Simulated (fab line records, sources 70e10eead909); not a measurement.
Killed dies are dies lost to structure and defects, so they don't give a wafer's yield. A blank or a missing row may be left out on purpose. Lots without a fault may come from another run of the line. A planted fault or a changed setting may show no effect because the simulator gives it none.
fab line records | flow nand_harc
record lots=10 wafers=30 last_day=24
route steps=1159 shown A_M1@1051 A_BONDPAD@1085 HYBRID_BOND@1099 THIN_TSV@1157 END@1159
lots that met no fault: from a run of the same line without faults
start_h: hours from the record's first day to the start of the lot's first wafer shown | wait_h: hours since the lot's step before | " the same as in the row above | L1.1+2: a row that stands for several wafers | - no value, or no start given | * or withheld: withheld | < > ~ a bound
route shown NAME@n: a module of which the file shows steps, and the number in the route of the first | usual: mean/standard deviation of fault-free wafers | same: alike in all rows | chamber/n: place in a boat | sites: the reading at each site | _std_site: their standard deviation | _edge_site: outer sites' mean less inner sites' | radius_mm: how far each site lies from the wafer's centre | mask NAME#n: copy n | behind: the tool/chamber that last shaped the wafer | hold: why the lot was held/for how many hours/how that ended | device: the transistor (n, p or np) that didn't switch | end of line: the same wafers' tests at the end of the route | a step without rows: its recipe alone | killed: dies lost to structure and defects at the first sort, not the wafer's yield | map: a wafer's dies, x killed, . not, _ none there
set.NAME: the setting as run; set.NAME@STEP: as run at that earlier step | model.NAME: the simulator's own value behind a step, which no gauge read
steps of the route over a sample of lots; a table a step, a row a wafer
services: from which hour (start_h, from the record's first day; less than 0 if before it) a tool's chamber was out of use, for how many hours, and why
## steps
# step NHARC_A_M1_ANNEAL_31
# recipe temp_c=225 time_s=90
# usual wafer_temp_C_max=226.0/0.58
# columns lot.wafer tool chamber start_h wait_h wafer_temp_C_max
L334.4 rtp_anneal-02 0 422.34 0.4 226.5
L334.5 " 0 " " 226.4
L334.6 " 0 " " 227.1
L337.1 rtp_anneal-02 0 429.24 - 226.7
L337.2 " 0 " " 226.6
L337.4 " 0 " " 226.5
L336.3 rtp_anneal-01 0 434.26 - 225.7
L336.5 " 0 " " 225.4
L336.6 " 0 " " 225.6
L335.1 rtp_anneal-01 0 434.99 0.3 225.5
L335.5 " 0 " " 225.4
L335.6 " 0 " " 225.7
L344.1 rtp_anneal-01 0 472.78 0.3 225.7
L344.2 " 0 " " 225.5
L344.4 " 0 " " 225.6
L347.1 rtp_anneal-01 0 478.41 0.4 225.6
L347.5 " 0 " " 226.1
L347.6 " 0 " " 225.4
L349.4 rtp_anneal-02 0 480.74 - 226.3
L349.5 " 0 " " 227.1
L349.6 " 0 " " 226.7
L354.1 rtp_anneal-01 0 534.05 0.3 225.7
L354.2 " 0 " " 225.7
L354.4 " 0 " " 225.8
L355.3 rtp_anneal-01 0 540.76 - 225.5
L355.4 " 0 " " 225.6
L355.6 " 0 " " 225.7
L357.1 rtp_anneal-02 0 541.59 0.5 226.1
L357.2 " 0 " " 226.8
L357.4 " 0 " " 227.0
# step NHARC_A_BONDPAD_PVD_27
# recipe target_thk_a=300 chamber_pressure_pa=5 power_w=5000 substrate_temp_c=30 time_s=20.49 material=Cu
# usual chamber_pressure_pa=5.002/0.01 throttle_valve_pct=30.1/0.97
# columns lot.wafer tool chamber start_h wait_h chamber_pressure_pa throttle_valve_pct
L334.4 pvd_sputter-03 - 427.46 - 5.006 30.5
L334.6 " - " " 5.008 28.0
L334.5 " - " " 5.012 30.3
L337.1 pvd_sputter-02 - 433.40 - 5.021 30.4
L337.2 " - " " 4.981 29.1
L337.4 " - " " 4.997 29.6
L336.3 pvd_sputter-01 - 438.17 - 4.995 32.3
L336.6 " - " " 5.014 32.6
L336.5 " - " " 4.997 30.2
L335.1 pvd_sputter-02 - 439.02 - 5.000 30.1
L335.6 " - " " 5.011 30.2
L335.5 " - " " 5.000 29.4
L344.2 pvd_sputter-02 - 476.76 - 5.008 30.4
L344.4 " - " " 5.009 29.0
L344.1 " - " " 4.990 29.5
L347.1 pvd_sputter-01 - 482.56 - 4.996 30.6
L347.5 " - " " 5.025 32.7
L347.6 " - " " 4.997 30.2
L349.4 pvd_sputter-01 - 484.72 - 4.998 30.3
L349.6 " - " " 5.011 30.3
L349.5 " - " " 5.003 29.7
L354.1 pvd_sputter-01 - 538.22 - 4.994 28.8
L354.2 " - " " 4.990 28.0
L354.4 " - " " 4.997 32.5
L355.3 pvd_sputter-03 - 544.81 - 4.992 31.0
L355.4 " - " " 4.985 30.2
L355.6 " - " " 5.004 29.1
L357.1 pvd_sputter-03 - 545.58 - 5.005 29.9
L357.2 " - " " 4.998 28.9
L357.4 " - " " 4.985 29.5
# step NHARC_HYBRID_BOND_OVL_MEAS_05
# usual overlay_x_nm=5/29 overlay_y_nm=-2/35
# columns lot.wafer tool chamber start_h wait_h overlay_x_nm overlay_y_nm
L334.4 overlay-01 - 438.76 0.4 -6 56
L334.5 " - " " 18 22
L334.6 " - " " 23 26
L337.1 overlay-01 - 445.72 0.4 18 46
L337.2 " - " " -1 41
L337.4 " - " " 14 -15
L336.3 overlay-02 - 445.72 0.4 -3 44
L336.5 " - " " -5 -39
L336.6 " - " " 0 9
L335.1 overlay-01 - 450.80 0.4 10 25
L335.5 " - " " -25 -41
L335.6 " - " " 30 -37
L344.1 overlay-01 - 489.38 0.4 8 14
L344.4 " - " " 10 -58
L347.1 overlay-02 - 493.71 0.4 -5 -85
L347.5 " - " " 8 4
L347.6 " - " " 23 -15
L349.4 overlay-01 - 493.72 0.4 23 -25
L349.5 " - " " 32 39
L349.6 " - " " -90 -42
L354.1 overlay-01 - 550.25 0.4 5 -23
L354.2 " - " " -10 -32
L354.4 " - " " -20 -8
L355.3 overlay-01 - 555.92 0.4 -8 -30
L355.4 " - " " 40 -51
L355.6 " - " " -3 -17
L357.1 overlay-01 - 555.92 0.4 4 -8
L357.2 " - " " 22 -24
L357.4 " - " " -24 -57
# step NHARC_THIN_TSV_INSPECT_40
# usual raw_defect_count=489/96
# columns lot.wafer tool chamber start_h wait_h raw_defect_count
L334.4 defect_inspect-02 - 454.11 0.4 439
L334.5 " - " " 436
L334.6 " - " " 385
L336.3 defect_inspect-02 - 461.27 0.4 546
L336.5 " - " " 365
L336.6 " - " " 385
L337.1 defect_inspect-01 - 461.27 0.4 686
L337.2 " - " " 531
L337.4 " - " " 494
L335.1 defect_inspect-02 - 467.82 0.4 424
L335.5 " - " " 500
L335.6 " - " " 425
L344.1 defect_inspect-02 - 504.58 0.4 733
L344.4 " - " " 562
L347.1 defect_inspect-02 - 508.23 0.4 463
L347.5 " - " " 384
L347.6 " - " " 422
L349.4 defect_inspect-01 - 508.23 0.4 569
L349.5 " - " " 524
L349.6 " - " " 449
L354.1 defect_inspect-02 - 564.79 0.4 554
L354.2 " - " " 465
L354.4 " - " " 630
L357.1 defect_inspect-01 - 570.05 0.4 496
L357.2 " - " " 605
L357.4 " - " " 739
L355.3 defect_inspect-02 - 570.05 0.4 574
L355.4 " - " " 545
L355.6 " - " " 567
# step NHARC_END_SORT_01
# recipe temp_c=25
# usual defect_limited_yield=95.4/1.5 killed_at_array=28/10 killed_at_other=0.5/0.82 killed_at_periphery=3.4/2.2 killed_dies=31/10 killed_open=3.4/1.9 killed_short=1.9/1.3 sort_bin_2_pct=1.5/0.6 sort_bin_3_pct=0.29/0.24 sort_bin_4_pct=2.9/0.97 sort_n_pass=646/10 sort_rim_yield_pct=94.7/3 sort_yield_pct=95.4/1.5
# same gross_dies=677 sort_bin_5_pct[%]=0 sort_bin_6_pct[%]=0 sort_bin_7_pct[%]=0 sort_bin_8_pct[%]=0 sort_rim_n_gross=106.00
# columns lot.wafer tool chamber start_h wait_h hold defect_limited_yield[%] killed_at_array killed_at_other killed_at_periphery killed_dies killed_open killed_short sort_bin_2_pct[%] sort_bin_3_pct[%] sort_bin_4_pct[%] sort_n_pass sort_rim_yield_pct[%] sort_yield_pct[%]
L334.4 prober-01 0 459.55 3.4 - 97.0 18 0 2 20 3 2 1.2 0 1.8 657 95.3 97.0
L334.5 prober-01 0 460.35 3.7 - 96.2 21 0 5 26 1 2 1.2 0.30 2.4 651 93.4 96.2
L334.6 prober-01 0 461.14 4.0 - 96.5 18 3 3 24 2 3 1.2 0.44 1.9 653 95.3 96.5
L336.3 prober-02 0 467.87 3.1 - 96.2 17 1 8 26 2 0 1.2 0 2.7 651 96.2 96.2
L336.5 prober-02 0 469.45 3.7 - 95.6 21 0 9 30 3 0 1.5 0.30 2.7 647 92.5 95.6
L336.6 prober-02 0 470.24 4.0 - 95.3 23 0 9 32 5 1 1.8 0.30 2.7 645 98.1 95.3
L337.1 prober-01 0 472.75 2.5 - 97.2 15 0 4 19 2 3 1.2 0 1.6 658 98.1 97.2
L337.2 prober-01 0 473.55 2.8 - 96.2 23 0 3 26 3 1 1.3 0.15 2.4 651 93.4 96.2
L337.4 prober-01 0 475.15 3.4 - 97.2 14 1 4 19 2 3 0.9 0 1.9 658 99.1 97.2
L335.1 prober-02 0 473.99 2.5 - 96.8 16 0 6 22 4 2 0.6 0.30 2.4 655 98.1 96.8
L335.5 prober-02 0 477.21 3.7 - 95.4 25 0 6 31 6 3 1.0 0.30 3.2 646 92.5 95.4
L335.6 prober-02 0 478.01 4.0 - 96.0 24 0 3 27 3 2 1.2 0.30 2.5 650 95.3 96.0
L344.1 prober-02 0 507.63 2.5 await_dispo/1.5h/release 96.0 20 0 7 27 0 2 1.0 0.15 2.8 650 99.1 96.0
L344.2 prober-02 0 508.42 2.8 await_dispo/1.5h/release 0 674 0 3 677 5 0 97.5 0.30 2.2 0 0 0
L344.4 prober-02 0 510.00 3.4 await_dispo/1.5h/release 94.8 27 0 8 35 6 1 1.5 0.30 3.4 642 92.5 94.8
L347.1 prober-01 0 515.40 2.5 - 96.9 17 0 4 21 3 1 0.7 0 2.4 656 97.2 96.9
L347.5 prober-01 0 518.63 3.7 - 94.7 31 0 5 36 0 2 1.8 0.44 3.1 641 96.2 94.7
L347.6 prober-01 0 519.44 4.0 - 95.7 24 1 4 29 4 2 1.3 0 3.0 648 90.6 95.7
L349.4 prober-01 0 525.59 3.4 - 96.8 18 0 4 22 6 1 1.2 0.30 1.8 655 99.1 96.8
L349.5 prober-01 0 526.38 3.7 - 97.5 16 0 1 17 3 3 1.2 0 1.3 660 97.2 97.5
L349.6 prober-01 0 527.17 4.0 - 97.0 16 0 4 20 7 1 0.7 0.15 2.1 657 97.2 97.0
L354.1 prober-01 0 569.14 2.5 - 92.9 45 0 3 48 4 1 2.2 0 4.9 629 96.2 92.9
L354.2 prober-01 0 569.94 2.8 - 95.1 32 0 1 33 0 1 2.2 0.15 2.5 644 91.5 95.1
L354.4 prober-01 0 571.55 3.4 - 94.8 31 0 4 35 3 1 2.2 0.44 2.5 642 94.3 94.8
L355.3 prober-02 0 574.74 3.1 - 92.2 50 1 2 53 3 2 2.7 0.74 4.4 624 91.5 92.2
L355.4 prober-02 0 575.55 3.4 - 94.2 33 3 3 39 2 3 2.1 0 3.7 638 94.3 94.2
L355.6 prober-02 0 577.16 4.0 - 91.0 57 2 2 61 5 1 2.7 0.89 5.5 616 97.2 91.0
L357.1 prober-01 0 576.97 2.5 - 94.8 28 2 5 35 6 3 1.3 0.15 3.7 642 93.4 94.8
L357.2 prober-01 0 577.78 2.8 - 93.1 46 0 1 47 2 3 2.7 0 4.3 630 97.2 93.1
L357.4 prober-01 0 579.38 3.4 - 93.5 39 2 3 44 5 1 1.0 0.44 5.0 633 97.2 93.5
# killed by level:class
L334.4 A_SLIT:chamber_film_flake=8 A_CONTACT:chamber_film_flake=2 A_ONON_D1:geometric_particle:open=1 A_CHANNEL_HOLE_D1:geometric_particle:short=1 A_CHANNEL_FILL_D1:geometric_particle:open=1 A_SGD_CUT:geometric_particle:open=1 A_CONTACT:geometric_particle:short=1 P_M1:chamber_film_flake=1
L334.5 A_SLIT:chamber_film_flake=7 A_STAIRCASE:chamber_film_flake=6 P_GATE:chamber_film_flake=3 A_CONTACT:chamber_film_flake=3 A_ZERO_WELL:chamber_film_flake=2 P_M1:geometric_particle:open=1 A_ONON_D1:geometric_particle:short=1 A_CONTACT:geometric_particle:short=1
L334.6 A_SLIT:chamber_film_flake=7 THIN_TSV:chamber_film_flake=3 P_BONDPAD:chamber_film_flake=2 A_CHANNEL_HOLE_D1:chamber_film_flake=2 A_STAIRCASE:chamber_film_flake=2 A_CONTACT:chamber_film_flake=2 P_STI:geometric_particle:short=1 A_CHANNEL_FILL_D1:geometric_particle:short=1
L336.3 A_CHANNEL_HOLE_D1:chamber_film_flake=7 P_STI:chamber_film_flake=5 A_STAIRCASE:chamber_film_flake=4 P_CONTACT:chamber_film_flake=2 A_SLIT:chamber_film_flake=2 A_CONTACT:chamber_film_flake=2 A_SOURCE_PLATE:geometric_particle:open=1 A_M1:geometric_particle:open=1
L336.5 A_CHANNEL_HOLE_D1:chamber_film_flake=7 P_STI:chamber_film_flake=5 A_STAIRCASE:chamber_film_flake=5 A_ZERO_WELL:chamber_film_flake=3 P_GATE:chamber_film_flake=2 A_SLIT:chamber_film_flake=2 A_CONTACT:chamber_film_flake=2 P_M0:geometric_particle:open=1
L336.6 A_CHANNEL_HOLE_D1:chamber_film_flake=13 P_STI:chamber_film_flake=4 A_STAIRCASE:chamber_film_flake=3 A_CONTACT:geometric_particle:open=2 P_CONTACT:chamber_film_flake=2 A_CONTACT:chamber_film_flake=2 P_CONTACT:geometric_particle:open=1 P_M0:geometric_particle:open=1
L337.1 A_CONTACT:chamber_film_flake=6 P_CONTACT:chamber_film_flake=4 A_CHANNEL_HOLE_D1:chamber_film_flake=3 A_WL_FILL:geometric_particle:short=2 A_WL_FILL:geometric_particle:open=1 A_CONTACT:geometric_particle:short=1 A_BLC:geometric_particle:open=1 A_STAIRCASE:chamber_film_flake=1
L337.2 A_CONTACT:chamber_film_flake=5 P_CONTACT:chamber_film_flake=3 A_CHANNEL_FILL_D1:chamber_film_flake=3 A_SLIT:chamber_film_flake=3 A_WL_FILL:chamber_film_flake=3 A_ZERO_WELL:chamber_film_flake=2 A_CHANNEL_HOLE_D1:chamber_film_flake=2 A_ONON_D1:geometric_particle:open=1
L335.1 A_CHANNEL_HOLE_D1:chamber_film_flake=11 P_M0:geometric_particle:open=2 P_GATE:geometric_particle:open=1 P_M0:geometric_particle:short=1 A_CHANNEL_FILL_D1:geometric_particle:short=1 A_M0:geometric_particle:open=1 P_STI:chamber_film_flake=1 P_GATE:chamber_film_flake=1
L337.4 A_CHANNEL_HOLE_D1:chamber_film_flake=3 A_CONTACT:chamber_film_flake=3 P_CONTACT:chamber_film_flake=2 A_CHANNEL_FILL_D1:chamber_film_flake=2 P_CONTACT:geometric_particle:open=1 A_ONON_D1:geometric_particle:short=1 A_CHANNEL_FILL_D1:geometric_particle:short=1 A_CHANNEL_FILL_D1:geometric_particle:open=1
L335.5 A_CHANNEL_HOLE_D1:chamber_film_flake=13 A_ONON_D1:geometric_particle:open=2 A_CHANNEL_HOLE_D1:geometric_particle:short=2 A_M0:geometric_particle:open=2 P_BONDPAD:chamber_film_flake=2 A_WL_FILL:chamber_film_flake=2 P_CONTACT:geometric_particle:open=1 P_M0:geometric_particle:open=1
L335.6 A_CHANNEL_HOLE_D1:chamber_film_flake=14 A_STAIRCASE:chamber_film_flake=2 A_CONTACT:chamber_film_flake=2 P_GATE:geometric_particle:open=1 P_CONTACT:geometric_particle:open=1 A_CHANNEL_FILL_D1:geometric_particle:open=1 A_CHANNEL_FILL_D1:geometric_particle:short=1 A_CONTACT:geometric_particle:short=1
L344.1 A_CHANNEL_HOLE_D1:chamber_film_flake=15 P_STI:chamber_film_flake=3 A_CONTACT:chamber_film_flake=3 P_ZERO_WELL:chamber_film_flake=2 P_M0:geometric_particle:short=1 A_WL_FILL:geometric_particle:short=1 P_M0:chamber_film_flake=1 A_SLIT:chamber_film_flake=1
L344.2 A_BONDPAD:area_pvd=650 A_CHANNEL_HOLE_D1:chamber_film_flake=14 A_WL_FILL:geometric_particle:open=2 A_M0:geometric_particle:open=2 P_M0:chamber_film_flake=2 A_STAIRCASE:chamber_film_flake=2 A_CONTACT:chamber_film_flake=2 A_SOURCE_PLATE:geometric_particle:open=1
L344.4 A_CHANNEL_HOLE_D1:chamber_film_flake=14 P_STI:chamber_film_flake=4 A_STAIRCASE:chamber_film_flake=3 A_SLIT:chamber_film_flake=3 A_CONTACT:geometric_particle:open=2 P_GATE:geometric_particle:open=1 P_M0:geometric_particle:open=1 A_CHANNEL_FILL_D1:geometric_particle:short=1
L347.1 A_SLIT:chamber_film_flake=8 A_CONTACT:chamber_film_flake=3 A_CHANNEL_HOLE_D1:chamber_film_flake=2 A_STAIRCASE:chamber_film_flake=2 P_M0:geometric_particle:open=1 P_M2:geometric_particle:short=1 A_ONON_D1:geometric_particle:open=1 A_CHANNEL_HOLE_D1:geometric_particle:open=1
L347.5 A_SLIT:chamber_film_flake=18 P_CONTACT:chamber_film_flake=4 A_CHANNEL_HOLE_D1:chamber_film_flake=4 A_STAIRCASE:chamber_film_flake=4 A_CONTACT:chamber_film_flake=3 A_CHANNEL_FILL_D1:geometric_particle:short=1 A_SGD_CUT:geometric_particle:short=1 P_STI:chamber_film_flake=1
L347.6 A_STAIRCASE:chamber_film_flake=6 A_SLIT:chamber_film_flake=6 A_CHANNEL_HOLE_D1:chamber_film_flake=5 P_CONTACT:chamber_film_flake=3 A_M0:geometric_particle:open=2 A_CONTACT:chamber_film_flake=2 A_ONON_D1:geometric_particle:open=1 A_SGD_CUT:geometric_particle:short=1
L349.4 A_CHANNEL_HOLE_D1:chamber_film_flake=9 A_CONTACT:geometric_particle:open=2 A_STAIRCASE:chamber_film_flake=2 P_GATE:geometric_particle:short=1 P_M0:geometric_particle:open=1 A_ONON_D1:geometric_particle:open=1 A_WL_FILL:geometric_particle:open=1 A_M0:geometric_particle:open=1
L349.5 A_CHANNEL_HOLE_D1:chamber_film_flake=3 A_CONTACT:chamber_film_flake=3 A_WL_FILL:geometric_particle:short=2 A_SLIT:chamber_film_flake=2 P_GATE:geometric_particle:open=1 A_SOURCE_PLATE:geometric_particle:open=1 A_CHANNEL_FILL_D1:geometric_particle:short=1 A_BLC:geometric_particle:open=1
L349.6 A_CHANNEL_HOLE_D1:chamber_film_flake=5 P_CONTACT:geometric_particle:open=2 A_M0:geometric_particle:open=2 P_GATE:chamber_film_flake=2 A_CONTACT:chamber_film_flake=2 A_ONON_D1:geometric_particle:short=1 A_ONON_D1:geometric_particle:open=1 A_WL_FILL:geometric_particle:open=1
L354.1 A_CHANNEL_HOLE_D1:chamber_film_flake=21 A_STAIRCASE:chamber_film_flake=7 A_CONTACT:chamber_film_flake=7 A_M0:chamber_film_flake=5 A_WL_FILL:chamber_film_flake=2 P_GATE:geometric_particle:open=1 P_CONTACT:geometric_particle:short=1 P_BONDPAD:geometric_particle:open=1
L354.2 A_CHANNEL_HOLE_D1:chamber_film_flake=18 A_STAIRCASE:chamber_film_flake=5 A_CONTACT:chamber_film_flake=4 A_WL_FILL:chamber_film_flake=3 A_BLC:geometric_particle:short=1 P_GATE:chamber_film_flake=1 A_M0:chamber_film_flake=1
L354.4 A_CHANNEL_HOLE_D1:chamber_film_flake=12 A_STAIRCASE:chamber_film_flake=7 A_CONTACT:chamber_film_flake=4 A_M0:chamber_film_flake=3 A_SLIT:chamber_film_flake=2 A_WL_FILL:chamber_film_flake=2 P_GATE:geometric_particle:open=1 P_CONTACT:geometric_particle:short=1
L355.3 A_CHANNEL_HOLE_D1:chamber_film_flake=23 A_SLIT:chamber_film_flake=20 A_CONTACT:chamber_film_flake=3 P_CONTACT:geometric_particle:open=1 P_M2:geometric_particle:short=1 A_ONON_D1:geometric_particle:open=1 A_M0:geometric_particle:open=1 A_M1:geometric_particle:short=1
L355.4 A_CHANNEL_HOLE_D1:chamber_film_flake=16 A_SLIT:chamber_film_flake=8 A_CONTACT:chamber_film_flake=4 THIN_TSV:chamber_film_flake=3 A_STAIRCASE:chamber_film_flake=2 P_GATE:geometric_particle:open=1 P_CONTACT:geometric_particle:open=1 P_CONTACT:geometric_particle:short=1
L357.1 A_SLIT:chamber_film_flake=11 A_CONTACT:chamber_film_flake=8 A_CONTACT:geometric_particle:open=3 P_GATE:chamber_film_flake=3 A_ONON_D1:geometric_particle:short=2 THIN_TSV:chamber_film_flake=2 P_GATE:geometric_particle:open=1 P_CONTACT:geometric_particle:open=1
L355.6 A_CHANNEL_HOLE_D1:chamber_film_flake=24 A_SLIT:chamber_film_flake=22 A_CONTACT:chamber_film_flake=4 A_WL_FILL:geometric_particle:open=2 THIN_TSV:chamber_film_flake=2 P_GATE:geometric_particle:open=1 P_CONTACT:geometric_particle:open=1 A_CHANNEL_FILL_D1:geometric_particle:open=1
L357.2 A_SLIT:chamber_film_flake=26 A_CHANNEL_HOLE_D1:chamber_film_flake=7 A_CONTACT:chamber_film_flake=5 A_CHANNEL_FILL_D1:geometric_particle:short=2 A_STAIRCASE:chamber_film_flake=2 A_ONON_D1:geometric_particle:open=1 A_CHANNEL_FILL_D1:geometric_particle:open=1 A_M1:geometric_particle:short=1
L357.4 A_SLIT:chamber_film_flake=20 A_CHANNEL_HOLE_D1:chamber_film_flake=10 A_CONTACT:chamber_film_flake=6 P_GATE:geometric_particle:open=1 P_CONTACT:geometric_particle:open=1 A_CHANNEL_HOLE_D1:geometric_particle:open=1 A_SGD_CUT:geometric_particle:open=1 A_SLIT:geometric_particle:short=1
## services
# columns tool chamber start_h hours kind
pvd_sputter-03 - 458.02 10.0 pm
pvd_sputter-01 - 461.95 0.5 repair
pvd_sputter-02 - 467.32 1.1 repair
pvd_sputter-01 - 498.21 26.7 repair
## key
first_sign step=NHARC_END_SORT_01 reading=sort_bin_2_pct direction=up sigmas=99+ usual=1.5 struck=97.5
effect step=NHARC_END_SORT_01 reading=killed_at_array direction=up sigmas=63 usual=28 struck=674
more_kills_born_at NHARC_A_BONDPAD_PVD_27@pvd_sputter-02=650
met_at NHARC_A_BONDPAD_PVD_27
struck_lots L344
struck_wafers L344.2
later_rows_left_out L344.2
not_acting_at NHARC_A_M1_ANNEAL_31,NHARC_HYBRID_BOND_OVL_MEAS_05,NHARC_THIN_TSV_INSPECT_40
onset_between 439.02 476.76
fault kind=process_parameter_drift tool=pvd_sputter-02 chamber=- onset_h=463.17 steps=NHARC_A_BONDPAD_PVD_27 channel=target_thk_a offset=* shape=step end_h=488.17 scope=struck_wafers_only acts_in=* stated=*
# later_rows_left_out: the simulator's readings of these wafers behind a module that went badly wrong aren't trusted and aren't shown, but for the sort
